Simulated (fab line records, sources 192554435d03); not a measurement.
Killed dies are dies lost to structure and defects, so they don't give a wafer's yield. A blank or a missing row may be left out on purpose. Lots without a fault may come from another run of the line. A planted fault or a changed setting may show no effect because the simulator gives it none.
Chamber matching | flow n5_finfet | N5_BEOL_M9_DESCUM_16 on rie_diel-02: 4 sister chambers
The step chemistry O2, time 7.9 s. 4 wafers are shown with their chamber, then 7 later ones without.

WAFERS WITH THEIR CHAMBER
wafer  | chamber | showerhead_plenum_p_Torr (Torr)
L085.5 | 2       | 2.08
L085.6 | 3       | 2.22
L090.1 | 1       | 2.15
L090.2 | 0       | 2.07

WAFERS WITHOUT THEIR CHAMBER
wafer  | showerhead_plenum_p_Torr (Torr)
L090.3 | 2.22
L090.4 | 2.08
L090.5 | 2.22
L090.6 | 2.07
L096.4 | 2.14
L096.5 | 2.21
L096.6 | 2.06

WHICH CHAMBER EACH WENT THROUGH
wafer  | from the rows above     | in truth
L090.3 | 3                       | 3
L090.4 | can't be placed: 2 or 0 | 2
L090.5 | 3                       | 3
L090.6 | can't be placed: 0 or 2 | 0
L096.4 | 1                       | 1
L096.5 | 3                       | 3
L096.6 | can't be placed: 0 or 2 | 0
Placed correctly: 4 of 7. Can't be placed from these rows: 3 (the true chamber is among the candidates in 3). Placed wrongly: 0.
How it was worked out, from the rows above alone: a wafer's distance from a chamber is the root of the sum, over the readings, of the square of ((its reading less the chamber's mean) divided by the reading's scatter). The wafer belongs to the nearest chamber; if the next one is less than 2 further off, it can't be placed. A chamber's mean is the mean of its shown wafers. The scatter: with one shown wafer a chamber, the root of the mean of the squares of how far each hidden wafer lies from its nearest shown one.
